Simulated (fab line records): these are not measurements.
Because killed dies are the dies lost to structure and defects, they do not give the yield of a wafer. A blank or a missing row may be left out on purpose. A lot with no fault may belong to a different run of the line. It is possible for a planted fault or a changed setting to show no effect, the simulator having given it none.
Problem report, 8D (eight disciplines) form, completed by code | flow nand-harc | the parts of the form that need people (team, actions taken, sign-off) are left out

== 1. THE ISSUE ==
Wafers without a fault read 0.992 a.u. with a standard deviation of 0.012, while oes-product-au at NHARC_P_BONDPAD_ETCH_24 averages 1.308 a.u. across 2 wafers of 1 lot. That is +26 standard deviations from the usual mean.
The step: etches the open film in CF4/N2, target depth 30 nm, time 72.99 s.
First observed at day 10 16:43: wafer L652.4, on rie-diel-08. The record holds 33 wafers of 11 lots with a number at this step. Rule for "out", or "out of limits": more than 4 standard deviations from the usual mean. Any other wafer with a number is counted as sound.

== 2. WHAT IT IS; WHAT IT IS NOT ==
question                    | is                | is not
which readings at this step | oes-product-au    | drypump-motor-current-A, rf-fwd-power-W, rf-vpp-V, showerhead-plenum-p-Torr, throttle-valve-pct
which lots                  | L652              | L643, L647, L648, L649, L650, L661, L662, L663, L664, L666
which wafers of those lots  | L652.4, L652.5    | L652.2
read on which tools         | rie-diel-08       | rie-diel-07, rie-diel-12
when                        | from day 10 16:43 | up to then (16 sound wafers); but 15 sound wafers of L661, L662, L663, L664, L666 came after

== 3. SUSPECTS, AND WHAT RULES EACH OUT ==
Counting: any tool at a process step up to the reading remains a suspect provided it ran every lot that is out. Sound lots after the first of them don't rule it out here, since some wafers of a struck lot are sound.
- pecvd-03 at NHARC_P_M2_PRE_CLEAN_32 (time 12 s): kept. It processed L652, the lot that is out, at day 10 14:11, and its most recent sound lot before then was L650 at day 9 09:55.
- rie-diel-12 at NHARC_P_BONDPAD_ETCH_12 (etches the open film in CHF3/O2, target depth 200 nm, time 100 s): kept. It processed L652, the lot that is out, at day 10 16:43, and its most recent sound lot before then was L650 at day 9 12:14. NHARC_P_BONDPAD_ETCH_12 gives no start for some lots, so the hours and the order of its lots are those of NHARC_P_BONDPAD_ETCH_24.
- rie-diel-08 at NHARC_P_BONDPAD_ETCH_24 (etches the open film in CF4/N2, target depth 30 nm, time 72.99 s): kept. It processed L652, the lot that is out, at day 10 16:43, and its most recent sound lot before then was L650 at day 9 12:14. On those wafers its own readings are out: oes-product-au.
- Within pecvd-03 at NHARC_P_M2_PRE_CLEAN_32: the wafers that are out ran in chambers 1, 2; their sound lot-mates ran in chamber 0.
- The sound lot-mates ran in chamber 3 of rie-diel-08 at NHARC_P_BONDPAD_ETCH_24, but the wafers that are out ran in chamber 2.
pecvd-03 at NHARC_P_M2_PRE_CLEAN_32, rie-diel-12 at NHARC_P_BONDPAD_ETCH_12 and rie-diel-08 at NHARC_P_BONDPAD_ETCH_24 are what is left after counting.

== 4. THE CAUSE (what the simulator had put in) ==
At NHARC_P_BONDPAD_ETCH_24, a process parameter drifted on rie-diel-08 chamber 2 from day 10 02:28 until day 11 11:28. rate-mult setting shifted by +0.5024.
Counting leaves 3 suspects; this tool is one of them.

== 5. THE CHAIN OF EFFECTS, in route order ==
One row per reading whose mean, taken over the struck wafers that have a number, lies over 3 standard deviations from the usual. Readings are gone through only where the record gives a usual standard deviation; hours: the median, over the lots, of the time from a lot's start at the first step in this table giving one to that lot's start at this step; sigmas: the change measured in usual standard deviations.
hours | step                    | reading        | usual      | on struck wafers | change | sigmas
0     | NHARC_P_BONDPAD_ETCH_24 | oes-product-au | 0.992 a.u. | 1.308            | +0.316 | +26
Here are the process steps it includes:
- NHARC_P_BONDPAD_ETCH_24: etches the open film in CF4/N2, target depth 30 nm, time 72.99 s.
Later steps that measure or inspect, where all struck wafers having a row at the step show a number for every such reading and not one has moved that far: NHARC_END_SORT_01.

== 6. WHAT WOULD HAVE CAUGHT IT SOONER ==
First out-of-limits reading in this record: day 10 16:43, which is 14 hours after fault onset at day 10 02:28.
